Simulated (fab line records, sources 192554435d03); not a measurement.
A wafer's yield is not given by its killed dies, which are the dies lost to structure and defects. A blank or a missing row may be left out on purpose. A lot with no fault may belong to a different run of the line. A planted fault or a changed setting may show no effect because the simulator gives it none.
3 desks looking at one fault -- flow n5 finfet -- each desk holds nothing but its own numbers, with what lay behind them at the end

## METROLOGY DESK
Lot by lot, what the gauges showed, no matter which tool ran the lot: averages of those sampled wafers that carry a number. A lot is out of limits, marked OUT, if its mean lies more than 4 standard deviations from the usual mean; the brackets give that distance.
Columns: A = M7_RS at N5_BEOL_M7_RS_MEAS_57, usual 0.288 ohm/sq
lot,first seen here,A
L475,day 9 09:28,0.288
L477,day 9 23:41,0.286
L476,day 10 18:25,0.290
L480,day 11 21:31,0.287
L482,day 12 04:46,0.289
L483,day 12 18:01,0.286
L488,day 12 18:33,0.286
L489,day 13 18:14,0.291
L493,day 14 18:41,0.287
L494,day 14 23:29,0.281
L495,day 15 01:49,0.288
Result from this desk: across the 11 lots, nothing is out of limits.

## FOR THE TOOL OWNER'S DESK: litho track-03
The tool's own readings at N5_BEOL_M8_COAT_63 (time 60 s, resist thk 60 nm): means of the sampled wafers that have a number, for each lot that ran on this tool. A lot is out of limits, marked OUT, if its mean lies more than 4 standard deviations from the usual mean; the brackets give that distance.
Columns: A = spin speed rpm at N5_BEOL_M8_COAT_63, usual 1500.1 rpm
lot,first seen here,A
L477,day 10 04:22,1498.9
L482,day 12 07:28,1463.0 (-34) OUT
L483,day 13 00:07,1462.1 (-35) OUT
L495,day 15 07:31,1501.0
Finding of this desk: L482, L483 out of limits; the first was L482 at day 12 07:28, on spin speed rpm at N5_BEOL_M8_COAT_63. L477, L495: within limits.

## THE DEFECT DESK
Per lot, the means of the sampled wafers with a number show what the inspections along the route counted. A lot is out of limits, marked OUT, if its mean lies more than 4 standard deviations from the usual mean; the brackets give that distance.
Columns: A = raw defect count at N5_BEOL_M7_INSPECT_58, usual 77
lot,first seen here,A
L475,day 9 09:29,62
L477,day 9 23:42,52
L476,day 10 18:26,51
L480,day 11 21:32,96
L482,day 12 04:47,92
L483,day 12 18:02,100
L488,day 12 18:34,151
L489,day 13 18:16,89
L493,day 14 18:43,62
L494,day 14 23:31,40
L495,day 15 01:50,84
Result from this desk: across the 11 lots, nothing is out of limits.

## PUT TOGETHER
On L482, L483, at day 12 07:28, an alarm was possible from the tool owner's desk.
From the metrology desk's view, nothing was out of limits.
Nothing out of limits was seen by the defect desk.
The metrology desk holds a record of L482, L483, inside its limits.
The defect desk has L482, L483 on record, within its limits.
The lots listed all ran N5_BEOL_M8_COAT_63 on litho track-03.

## WHAT THE SIMULATOR HAD INSERTED
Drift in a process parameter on litho track-03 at N5_BEOL_M8_COAT_63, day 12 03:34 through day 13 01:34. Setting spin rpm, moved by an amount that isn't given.
Shown lots that were struck: L482, L483.
Time in hours from fault onset to the first out-of-limits reading at each desk: the tool owner's desk, 4.
